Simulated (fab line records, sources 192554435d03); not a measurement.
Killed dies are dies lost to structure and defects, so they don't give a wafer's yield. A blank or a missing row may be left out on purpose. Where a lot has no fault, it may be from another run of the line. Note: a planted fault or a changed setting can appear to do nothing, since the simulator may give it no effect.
Problem report in the 8D (eight disciplines) form, filled by code || flow n5-finfet || the parts of the form that need people (team, actions taken, sign-off) are left out

== 1. THE ISSUE ==
Mean of dose-ions-cm2 at N5_WELL_APT_IMPLANT_31: 1.7695e+13 across 9 wafers in 3 lots; on wafers with no fault it is 1.4998e+13 (standard deviation 1.5e+10). That is +99 or more standard deviations from the usual mean.
Earliest sighting: wafer L611.1 on implanter-02 at day 3 15:59. The record has a number at this step for 21 wafers belonging to 7 lots. The rule behind "out" and "out of limits": a value lying over 4 standard deviations away from the usual mean. All remaining wafers that have a number are taken as sound.

== 2. WHAT IT IS, WHAT IT ISN'T ==
{"question": "which readings at this step", "is": "dose-ions-cm2, faraday-current-uA", "is not": "-"}
{"question": "which lots", "is": "L611, L612, L615", "is not": "L607, L609, L616, L623"}
{"question": "which wafers of those lots", "is": "all that have a number", "is not": "-"}
{"question": "read on which tools", "is": "implanter-02", "is not": "implanter-01"}
{"question": "when", "is": "from day 3 15:59", "is not": "up to then (6 sound wafers); but 6 sound wafers of L616, L623 came after"}

== 3. SUSPECTS, AND WHAT RULES EACH OUT ==
Counting: a tool at any process step up to the reading remains a suspect when it ran all the lots that are out and ran no sound lot after the first of those.
- implanter-02 at N5_WELL_APT_IMPLANT_31: kept. Every lot that is out went through it, starting with L611 (day 3 15:59), and after that it ran no sound lot; the last sound lot it ran before then is L609 (day 3 03:03). Its own dose-ions-cm2, faraday-current-uA readings are out on those wafers.
Left after counting: implanter-02 at N5_WELL_APT_IMPLANT_31.

== 4. THE CAUSE (what the simulator had put in) ==
Process parameter drift: implanter-02, from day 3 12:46 on, at N5_WELL_APT_IMPLANT_31. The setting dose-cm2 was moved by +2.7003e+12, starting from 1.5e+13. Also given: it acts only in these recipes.
The count eliminated every tool but this one.

== 5. SEQUENCE OF EFFECTS, ordered by route ==
Each row: a reading where the mean over the struck wafers with a number is more than 3 standard deviations away from the usual. Readings are gone through only where the record gives a usual standard deviation; hours: the median, over the lots, of the time from a lot's start at the first step in this table giving one to that lot's start at this step; sigmas: the change measured in usual standard deviations.
{"hours": 0, "step": "N5_WELL_APT_IMPLANT_31", "reading": "dose-ions-cm2", "usual": 1.4998e+13, "on struck wafers": 1.7695e+13, "change": "+2.6968e+12", "sigmas": "+99 or more"}
{"hours": 0, "step": "N5_WELL_APT_IMPLANT_31", "reading": "faraday-current-uA", "usual": 190, "on struck wafers": 224, "change": "+34", "sigmas": "+9.5"}
The process steps in it:
- N5_WELL_APT_IMPLANT_31

== 6. HOW IT WOULD HAVE BEEN CAUGHT EARLIER ==
3 hours passed between the start of the fault at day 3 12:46 and the first reading out of limits in this record, taken at day 3 15:59.
